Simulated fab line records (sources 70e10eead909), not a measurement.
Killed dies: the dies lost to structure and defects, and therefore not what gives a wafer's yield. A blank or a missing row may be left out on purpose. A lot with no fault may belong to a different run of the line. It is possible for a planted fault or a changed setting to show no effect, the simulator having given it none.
Which tool is to blame?	flow nand-harc	12 lots, 36 wafers sampled, at 3 steps of a route of 1159

## WHAT THE GAUGES READ, wafer by wafer
NHARC_P_GATE_OVL_MEAS_27. Usual: overlay-x-nm 0.3 nm, standard deviation 0.79; overlay-y-nm 0.1 nm, standard deviation 0.57.
lot	measured	on	overlay-x-nm (nm)	overlay-y-nm (nm)	flag
L336	day 4 18:41	overlay-01	1.1 1.2 0.4	-0.1 0.1 -0.3	
L338	day 5 00:35	overlay-02	-0.2 -0.3 0.1	-0.5 0.0 0.8	
L337	day 5 04:12	overlay-02	0.0 0.4 0.2	0.1 0.3 -0.2	
L340	day 5 14:46	overlay-01	0.3 0.0 0.3	-1.1 -1.1 -0.2	
L343	day 6 13:43	overlay-02	-1.1 -0.6 -0.9	0.2 0.0 0.0	
L345	day 6 17:58	overlay-01	0.2 -0.2 0.1	-0.6 -0.4 -0.6	
L344	day 6 18:07	overlay-02	1.7 1.7 1.5	0.0 0.8 0.1	
L354	day 9 06:58	overlay-02	1.2 1.1 1.2	0.8 0.5 0.4	
L356	day 9 15:43	overlay-02	-0.1 0.3 -0.1	1.0 0.4 0.7	
L355	day 9 16:13	overlay-02	0.6 0.5 0.1	-0.2 0.0 -0.5	
L357	day 10 00:16	overlay-02	1.3 1.0 1.0	0.2 0.4 0.2	
L359	day 10 05:33	overlay-02	-1.4 -0.4 -0.8	1.6 0.8 1.2	

NHARC_P_GATE_CD_MEAS_91: the cd target is 2000 nm. Usual: cd-nm 2000.2 nm, standard deviation 1.6.
lot	measured	on	cd-nm (nm)	flag
L336	day 5 12:55	cd-sem-03	1998.9 1996.3 1999.1	
L338	day 5 16:22	cd-sem-01	2001.8 1999.9 2004.0	
L337	day 5 21:55	cd-sem-03	2001.1 2004.3 2000.7	
L340	day 6 06:02	cd-sem-02	1999.8 2000.6 1998.8	
L343	day 7 07:06	cd-sem-03	2000.3 1999.7 1998.9	
L345	day 7 10:13	cd-sem-02	2000.5 1999.8 2002.0	
L344	day 7 11:07	cd-sem-03	1896.1 1896.0 1894.7 1896.1 1896.0 1894.5	OFF
L354	day 10 00:32	cd-sem-03	1997.0 2001.1 2000.9	
L356	day 10 07:17	cd-sem-03	1999.9 1999.8 1999.7	
L355	day 10 07:38	cd-sem-01	2000.0 2002.7 2000.0	
L357	day 10 16:01	cd-sem-02	2000.4 2000.9 1999.7	
L359	day 10 21:09	cd-sem-03	1998.9 1999.8 1997.8	

## WHAT TOOL EACH LOT RAN ON (gives the tool, then ch and the chambers of the sampled wafers, and finally the start)
lot	NHARC_P_GATE_EXPOSE_88
L336	krf-scanner-02 ch 0, day 5 12:45
L338	krf-scanner-04 ch 0, day 5 16:12
L337	krf-scanner-02 ch 0, day 5 21:45
L340	krf-scanner-02 ch 0, day 6 05:53
L343	krf-scanner-02 ch 0, day 7 06:57
L345	krf-scanner-02 ch 0, day 7 10:04
L344	krf-scanner-02 ch 0, day 7 10:58
L354	krf-scanner-02 ch 0, day 10 00:23
L356	krf-scanner-04 ch 0, day 10 07:07
L355	krf-scanner-03 ch 0, day 10 07:29
L357	krf-scanner-03 ch 0, day 10 15:52
L359	krf-scanner-03 ch 0, day 10 20:59
- NHARC_P_GATE_EXPOSE_88: exposes mask P HVN, target cd 2000 nm.

## WHAT THE TOOLS THEMSELVES READ (means of the sampled wafers that have a number; where no wafer has one, the mark that the record gives instead)
NHARC_P_GATE_EXPOSE_88. Usual: reticle-temp-C 23.01 C, standard deviation 0.11.
lot	tool	reticle-temp-C (C)	flag
L336	krf-scanner-02	23.04	
L338	krf-scanner-04	23.09	
L337	krf-scanner-02	23.05	
L340	krf-scanner-02	23.02	
L343	krf-scanner-02	22.92	
L345	krf-scanner-02	22.99	
L344	krf-scanner-02	22.89	
L354	krf-scanner-02	23.06	
L356	krf-scanner-04	23.02	
L355	krf-scanner-03	23.04	
L357	krf-scanner-03	23.01	
L359	krf-scanner-03	23.04	

## THE ANSWER, worked out from the rows above alone
Rule: a lot counts as off when the mean over its wafers that have a number is more than 3 standard deviations away from the usual mean. A lot without any number at a reading at which 4 lots or more have one is off too. Any other lot the step has rows for is counted as sound. Order of review: gauges by route order, followed by the tools' own readings, for which a lot's mean as printed above is used. At the first step where some lot is off, the reading lying furthest off is the one used; lots without a number count as furthest.
Off, at NHARC_P_GATE_CD_MEAS_91 on cd-nm: L344.
A tool fits if, at a process step before that reading, it ran every lot that is off, and no sound lot after the first of them. The gauges at NHARC_P_GATE_CD_MEAS_91 are tried like those tools. Of those tried, none fits.

## WHAT WAS PUT IN BY THE SIMULATOR
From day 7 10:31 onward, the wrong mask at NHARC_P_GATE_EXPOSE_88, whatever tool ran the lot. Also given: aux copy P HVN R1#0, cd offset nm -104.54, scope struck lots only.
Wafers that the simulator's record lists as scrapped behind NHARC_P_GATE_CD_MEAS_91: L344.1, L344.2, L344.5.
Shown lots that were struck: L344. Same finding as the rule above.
